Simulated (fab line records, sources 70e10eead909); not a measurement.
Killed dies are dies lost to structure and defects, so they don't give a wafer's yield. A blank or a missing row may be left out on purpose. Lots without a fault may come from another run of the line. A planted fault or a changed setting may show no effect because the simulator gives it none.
Chamber matching | flow nand_harc | NHARC_P_CONTACT_CMP_01 on cmp-04: 4 sister chambers
The step polishes SiO2, target thk 200 nm. 8 wafers are shown with their chamber, then 11 later ones without.

WAFERS WITH THEIR CHAMBER
wafer  | chamber | motor_current_A (A)
L084.1 | 3       | 14.4
L084.5 | 2       | 12.9
L086.2 | 2       | 12.3
L086.6 | 0       | 12.2
L089.2 | 1       | 12.0
L089.3 | 0       | 11.0
L089.4 | 3       | 14.2
L091.2 | 1       | 11.8

WAFERS WITHOUT THEIR CHAMBER
wafer  | motor_current_A (A)
L091.4 | 12.0
L091.5 | 11.4
L092.4 | 10.8
L092.5 | 12.1
L092.6 | 14.0
L093.2 | 11.8
L093.4 | 12.3
L093.6 | 11.1
L097.1 | 12.9
L097.2 | 12.3
L097.3 | 11.5

WHICH CHAMBER EACH WENT THROUGH
wafer  | from the rows above          | in truth
L091.4 | can't be placed: 1 or 0 or 2 | 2
L091.5 | can't be placed: 0 or 1      | 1
L092.4 | can't be placed: 0 or 1      | 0
L092.5 | can't be placed: 1 or 0 or 2 | 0
L092.6 | 3                            | 3
L093.2 | can't be placed: 1 or 0 or 2 | 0
L093.4 | can't be placed: 2 or 1 or 0 | 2
L093.6 | can't be placed: 0 or 1      | 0
L097.1 | can't be placed: 2 or 1      | 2
L097.2 | can't be placed: 2 or 1 or 0 | 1
L097.3 | can't be placed: 0 or 1      | 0
Placed correctly: 1 of 11. Can't be placed from these rows: 10 (the true chamber is among the candidates in 10). Placed wrongly: 0.
How it was worked out, from the rows above alone: a wafer's distance from a chamber is the root of the sum, over the readings, of the square of ((its reading less the chamber's mean) divided by the reading's scatter). The wafer belongs to the nearest chamber; if the next one is less than 2 further off, it can't be placed. A chamber's mean is the mean of its shown wafers. The scatter: the root of (the sum of the squares of (reading less its chamber's mean) over the shown wafers, divided by (wafers less chambers)).
